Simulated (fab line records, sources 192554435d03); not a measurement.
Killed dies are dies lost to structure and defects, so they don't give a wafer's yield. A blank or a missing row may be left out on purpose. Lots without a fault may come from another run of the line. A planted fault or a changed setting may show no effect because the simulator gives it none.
A struck lot beside a sound one | flow n5_finfet | 39 steps out of a route of 1938
Sound: wafers L887.2, L887.5, L887.6. Struck: wafer L896.2. (L896.3 of the same lot was not struck and is left out.) The cause comes at the end.
At each step with rows: each side's tool, then ch and its chambers, then its first start. Under that, the readings that differ: sound wafers | struck wafers | difference of the means | sigmas: that difference in standard deviations of wafers without a fault.
alike: readings whose means differ by less than 2 such deviations, and words and numbers that are the same on both sides. not compared: withheld readings, readings that some wafer has no value for, bounds like >300 that may hide the same value, and numbers for which the record gives no deviation and whose values overlap.
The two part at a step that has a row with sigmas, a row that says differs or no value, or rows on one side only. Numbers that don't overlap but have no deviation are shown without sigmas and don't part them. A reading that every wafer of one side lacks parts them only if that side has two wafers or more.

first, 9 steps without rows for these wafers: N5_MOL_CONTACT_COAG_PRE_CLEAN_142 (time 60 s); N5_MOL_CONTACT_COAG_SPUTTER_130 (material Co, target thk 47.5 nm); N5_MOL_CONTACT_COAG_PRECLEAN_125 (cleans in DIW, time 57.5 s); N5_MOL_CONTACT_COAG_SRD_126 (dry time 32 s); N5_MOL_CONTACT_COAG_CMP_23 (polishes, stops on SiO2, t overpolish 1.5 s, target thk 0 nm); N5_MOL_CONTACT_COAG_WET_ETCH_26 (target Co, target depth 13 nm); N5_MOL_CONTACT_COAG_WET_ETCH_116 (etches the open film in SC1-inhibited, target depth 4.6 nm, rinse time 30 s); N5_MOL_CONTACT_COAG_ALD_27 (deposits SiOC, target thk 17 nm, pulse time 1.5 s, time 2720 s); N5_MOL_CONTACT_COAG_CMP_28 (polishes, stops on SiNx, t overpolish 0.85 s, target thk 14.522 nm).
N5_MOL_CONTACT_COAG_ALD_123: deposits SiNx, target thk 5 nm, pulse time 1 s, purge time 2 s.
  sound on ald_sin-02 ch 1,2,3, day 6 02:29; struck on ald_sin-02 ch 0, day 8 14:44
  reading                                            | sound       | struck | difference | sigmas
  ald_cycles                                         | 100 100 100 | 177    | +77        |
  model.SiNx_of_MOL_CONTACT_COAG_ALD_123.thk_nm (nm) | 5 5 5       | 8.8    | +3.8       |
  alike: chamber_pressure_Torr, heater_power_w, precursor_pulse_height_rel
then, 26 steps without rows for these wafers: N5_MOL_CONTACT_COAG_PECVD_31 (deposits SiO2 from TEOS/O2, target thk 46 nm, time 8.9 s); N5_MOL_CONTACT_COAG_COAT_75 (time 60 s, resist thk 60 nm); N5_MOL_CONTACT_COAG_COAT_76 (time 60 s, resist thk 10 nm); N5_MOL_CONTACT_COAG_COAT_77 (time 60 s, resist thk 10 nm); N5_MOL_CONTACT_COAG_COAT_78 (resist thk 40 nm); N5_MOL_CONTACT_COAG_EBR_80; N5_MOL_CONTACT_COAG_SOFTBAKE_79 (time 60 s); N5_MOL_CONTACT_COAG_EXPOSE_81 (exposes mask VG, defocus 0 nm); N5_MOL_CONTACT_COAG_PEB_82 (peb time 60 s); N5_MOL_CONTACT_COAG_DEVELOP_83 (develop time 30 s); N5_MOL_CONTACT_COAG_DESCUM_88 (chemistry O2, time 7 s); N5_MOL_CONTACT_COAG_ETCH_89 (etches underlayer in N2/H2, target depth 13 nm, time 10.4 s); N5_MOL_CONTACT_COAG_ETCH_90 (etches SiARC in CF4, target depth 13 nm, time 21.7 s); N5_MOL_CONTACT_COAG_ALD_131 (deposits SiO2, target thk 5 nm, pulse time 1 s, co reactant pulse time 1 s); N5_MOL_CONTACT_COAG_ETCHBACK_132 (etches SiO2 in CHF3, target depth 10 nm, time 6.7 s); N5_MOL_CONTACT_COAG_ETCH_91 (etches SOC in N2/H2, target depth 60 nm, overetch 21 nm, time 101.2 s); N5_MOL_CONTACT_COAG_STRIP_92 (strips in N2/H2); N5_MOL_CONTACT_COAG_STRIP_93 (strips in N2/H2); N5_MOL_CONTACT_COAG_ETCHBACK_135 (etches SiO2 in CHF3, target depth 25 nm, time 16.7 s); N5_MOL_CONTACT_COAG_STRIP_118 (strips in CHF3); N5_MOL_CONTACT_COAG_VIA_ETCH_46 (etches SiO2 in C4F6/O2, target depth 46 nm, overetch 9.2 nm, time 40 s); N5_MOL_CONTACT_COAG_STRIP_96 (strips in N2/H2); N5_MOL_CONTACT_COAG_ETCH_47 (etches SiNx in CH3F/O2, stops on W, target depth 27 nm); N5_MOL_CONTACT_COAG_STRIP_119 (strips in N2/H2, time 30 s); N5_MOL_CONTACT_COAG_PRECLEAN_144 (cleans in alkaline clean, time 60 s); N5_MOL_CONTACT_COAG_SRD_145 (time 30 s).
N5_MOL_CONTACT_COAG_ETCH_124: etches SiNx in CH3F/O2, stops on SiOC, target depth 6.5 nm.
  sound on rie_diel-04 ch 1,3, day 6 05:31; struck on rie_diel-03 ch 3, day 8 19:11
  reading                  | sound             | struck | difference | sigmas
  rf_vpp_V (V)             | 309 305 307       | 296    | -11        | -2
  model.etch.depth_nm (nm) | 5.009 5.021 4.999 | 6.316  | +1.306     |
  alike: O2_flow_sccm, drypump_motor_current_A, oes_f_703_au, oes_product_au, rf_fwd_power_W, showerhead_plenum_p_Torr, throttle_valve_pct
  not compared: rf_hours_counter_h
N5_BEOL_M4_RC_MEAS_101:
  the record has rows for the sound wafers here (prober-02 ch 0, day 11 04:25) and none for the struck ones
-- the record jumps here: 9 days lie between the struck wafers' starts before and after (it left off in module BEOL_M4 and takes up again in module PASSIVATION, whose first step shown is number 1936 of the route) --
N5_PASSIVATION_PROBE_49:
  sound on prober-01, day 15 13:22; struck on prober-01, day 17 08:25
  reading                  | sound          | struck | difference | sigmas
  defect_limited_yield (%) | 90.7 91.4 91.1 | 0      | -91        | -65
  killed_at_M0_to_M3       | 60 46 51       | 17     | -35        | -3
  killed_at_contacts       | 4 10 7         | 1102   | +1095      | +99 or more
  killed_dies              | 110 102 105    | 1180   | +1074      | +63
  killed_on_rim            | 13 12 17       | 152    | +138       | +34
  sort_bin_5_function (%)  | 4.9 5.5 4.7    | 97.1   | +92.1      | +95
  sort_n_pass              | 1070 1078 1075 | 0      | -1074      | -63
  sort_yield_pct (%)       | 90.7 91.4 91.1 | 0      | -91        | -65
  alike: killed_at_M4_up, killed_at_front_end, killed_at_other, killed_open, killed_short, sort_bin_6_memory

WHERE THEY PART
First at N5_MOL_CONTACT_COAG_ETCH_124; last, within this record, at N5_PASSIVATION_PROBE_49.

WHY: what the simulator had put in
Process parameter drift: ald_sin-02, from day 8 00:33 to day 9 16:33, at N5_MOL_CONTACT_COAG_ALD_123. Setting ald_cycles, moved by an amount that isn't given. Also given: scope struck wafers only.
